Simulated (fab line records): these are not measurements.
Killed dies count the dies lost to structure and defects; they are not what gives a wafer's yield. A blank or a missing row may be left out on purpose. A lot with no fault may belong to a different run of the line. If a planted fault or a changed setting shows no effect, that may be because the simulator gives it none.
One fault seen from 2 desks	flow nandHarc	every desk sees just its own numbers, and what lay behind them comes last

## AT THE METROLOGY DESK
What the gauges read, lot by lot, whatever tool the lot ran on: means of the sampled wafers that have a number. Marked OUT: a lot whose mean sits more than 4 standard deviations from the usual mean, which makes it out of limits; the brackets give that distance.
Columns: A = cdNm at NHARC_THIN_TSV_CD_MEAS_16, usual 1000.6 nm
lot	first seen here	A
L974	day 19 00:56	1002.3
L978	day 19 07:42	1000.3
L973	day 19 10:04	998.6
L975	day 19 11:26	1004.9
L983	day 20 22:33	1001.0
L981	day 20 23:54	1000.8
L980	day 21 05:46	998.2
L982	day 21 07:14	1000.4
L985	day 21 15:19	997.3
L988	day 21 16:29	1000.8
L986	day 21 22:19	998.5
L984	day 21 23:19	999.9
L987	day 22 13:14	1000.6
L996	day 25 04:10	1000.1
This desk's verdict: no lot among the 14 shows anything out of limits.

## THE TOOL OWNER'S DESK: rieMetal-03
The tool's own readings at NHARC_THIN_TSV_ETCH_59 (etches the open film in Cl2/BCl3, target depth 880 nm, time 138.1 s): means of the sampled wafers that have a number, for each lot that ran on this tool. Marked OUT: a lot whose mean sits more than 4 standard deviations from the usual mean, which makes it out of limits; the brackets give that distance.
Columns: A = biasW at NHARC_THIN_TSV_ETCH_59, usual 100.0 W; B = drypumpMotorCurrentA at NHARC_THIN_TSV_ETCH_59, usual 5.9 A; C = oesProductAu at NHARC_THIN_TSV_ETCH_59, usual 0.999 a.u.; D = runLengthS at NHARC_THIN_TSV_ETCH_59, usual 159.7 s; E = throttleValvePct at NHARC_THIN_TSV_ETCH_59, usual 22.264 %
lot	first seen here	A	B	C	D	E
L974	day 19 06:18	100.1	6.4	1.004	159.8	22.265
L978	day 19 12:59	100.1	5.8	1.007	159.5	22.262
L975	day 19 16:45	100.3	6.3	0.998	159.8	22.261
L983	day 21 04:05	100.0	5.4	0.993	159.2	22.267
L982	day 21 12:29	100.0	5.8	1.002	159.8	22.260
L985	day 21 20:35	100.4	6.3	1.015	159.7	22.265
L986	day 22 03:54	99.9	6.3	1.007	153.3 (-15) OUT	22.267
L984	day 22 04:56	100.4	5.9	1.009	147.0 (-30) OUT	22.265
Finding of this desk: L984, L986 out of limits; the first was L986 at day 22 03:54, on runLengthS at NHARC_THIN_TSV_ETCH_59. L974, L978, L975, L983, L982, L985: within limits.

## PUT TOGETHER
On L984, L986, at day 22 03:54, an alarm was possible from the tool owner's desk.
At the metrology desk, nothing out of limits was observed.
The metrology desk has L984, L986 on record, within its limits.
Of the lots named, all ran NHARC_THIN_TSV_ETCH_59 on rieMetal-03.

## WHAT WAS PUT IN BY THE SIMULATOR
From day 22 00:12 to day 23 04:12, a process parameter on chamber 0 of rieMetal-03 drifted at NHARC_THIN_TSV_ETCH_59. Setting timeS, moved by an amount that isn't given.
Shown lots that were struck: L984, L986.
How many hours passed from the start of the fault until each desk's first out-of-limits reading: the tool owner's desk, 4.
